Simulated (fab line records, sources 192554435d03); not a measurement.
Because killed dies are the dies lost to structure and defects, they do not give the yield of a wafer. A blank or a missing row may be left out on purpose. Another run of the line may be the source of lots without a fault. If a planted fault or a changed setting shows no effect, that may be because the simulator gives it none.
What tool caused it? + flow n5Finfet + 28 wafers from 11 lots sampled at 4 of the route's 1938 steps

== WHAT THE GAUGES READ, wafer by wafer ==
N5_BEOL_M2_THK_MEAS_53: measures by xrf.
| lot  | measured     | on           | M2_THK (nm)    |
|------|--------------|--------------|----------------|
| L511 | day 7 21:40  | filmMetro-01 | 38.2 41.1 39.6 |
| L512 | day 8 01:54  | filmMetro-01 | 39.0 39.4      |
| L514 | day 8 23:45  | filmMetro-02 | 39.8 40.4      |
| L517 | day 9 06:40  | filmMetro-02 | 41.5 39.8 41.2 |
| L519 | day 10 00:11 | filmMetro-02 | 39.8 38.8 41.2 |
| L522 | day 10 17:17 | filmMetro-02 | 43.6 39.4      |
| L523 | day 10 22:23 | filmMetro-02 | 38.4 39.5      |
| L524 | day 10 23:41 | filmMetro-02 | 38.8 41.6      |
| L527 | day 12 00:55 | filmMetro-01 | 38.3 39.9 39.9 |
| L528 | day 12 14:09 | filmMetro-01 | 37.7 41.3 40.3 |
| L529 | day 12 15:25 | filmMetro-02 | 38.9 39.4 40.0 |

== TOOL THAT RAN EACH LOT (tool first, then ch and the chambers of the sampled wafers, then the start) ==
| lot  | N5_BEOL_M2_PECVD_72           | N5_BEOL_M2_ANNEAL_95        | N5_BEOL_M2_CMP_52             |
|------|-------------------------------|-----------------------------|-------------------------------|
| L511 | pecvd-02 ch 1,2, day 7 10:56  | pvdSputter-03, day 7 20:44  | cmp-02 ch 0,3, day 7 21:22    |
| L512 | pecvd-04 ch 0,2, day 7 14:34  | pvdSputter-03, day 8 00:55  | cmp-03 ch 0,1, day 8 01:37    |
| L514 | pecvd-01 ch 0,1, day 8 14:31  | pvdSputter-03, day 8 22:49  | cmp-04 ch 2, day 8 23:27      |
| L517 | pecvd-02 ch 0,1, day 8 22:02  | pvdSputter-03, day 9 05:08  | cmp-02 ch 0,1,3, day 9 06:23  |
| L519 | pecvd-01 ch 1, day 9 12:15    | pvdSputter-02, day 9 22:58  | cmp-04 ch 1,3, day 9 23:56    |
| L522 | pecvd-02 ch 0,1, day 10 03:03 | pvdSputter-01, day 10 16:22 | cmp-03 ch 1,3, day 10 16:59   |
| L523 | pecvd-02 ch 0,1, day 10 10:10 | pvdSputter-03, day 10 21:31 | cmp-03 ch 0,3, day 10 22:14   |
| L524 | pecvd-02 ch 0, day 10 13:42   | pvdSputter-02, day 10 22:45 | cmp-02 ch 1,3, day 10 23:30   |
| L527 | pecvd-04 ch 1,2, day 11 13:09 | pvdSputter-03, day 11 23:59 | cmp-03 ch 0,1,2, day 12 00:44 |
| L528 | pecvd-01 ch 0,1, day 11 23:30 | pvdSputter-02, day 12 13:14 | cmp-03 ch 0,1,2, day 12 13:58 |
| L529 | pecvd-04 ch 0,2, day 12 02:26 | pvdSputter-01, day 12 14:29 | cmp-02 ch 0,1,2, day 12 15:11 |
- N5_BEOL_M2_PECVD_72: deposits SiO2 from TEOS/O2, target thk 16 nm, time 18 s.
- N5_BEOL_M2_ANNEAL_95: time 240 s.
- N5_BEOL_M2_CMP_52: polishes, stops on SiOC, t overpolish 6.8 s, target thk 40 nm.

== THE ANSWER, worked out from the rows above alone ==
Rule: usual is defined by the lots themselves. Put in order of their means at a reading, lots are off if they are a third of the lots or fewer, leave a main group of 4 or more, and stand apart from it by a gap of 3 or more times the standard deviation of the main group's means; of several such gaps the widest counts. A main group is skipped when, at the precision printed for the reading in the tables above, its means are all equal. Also off: a lot with no number at a reading for which 4 or more lots have one. Where the step has rows for the other lots, those lots are counted as sound.
No lot is off on any of the readings shown, so nothing can be concluded from this.

== WHAT THE SIMULATOR HAD INSERTED ==
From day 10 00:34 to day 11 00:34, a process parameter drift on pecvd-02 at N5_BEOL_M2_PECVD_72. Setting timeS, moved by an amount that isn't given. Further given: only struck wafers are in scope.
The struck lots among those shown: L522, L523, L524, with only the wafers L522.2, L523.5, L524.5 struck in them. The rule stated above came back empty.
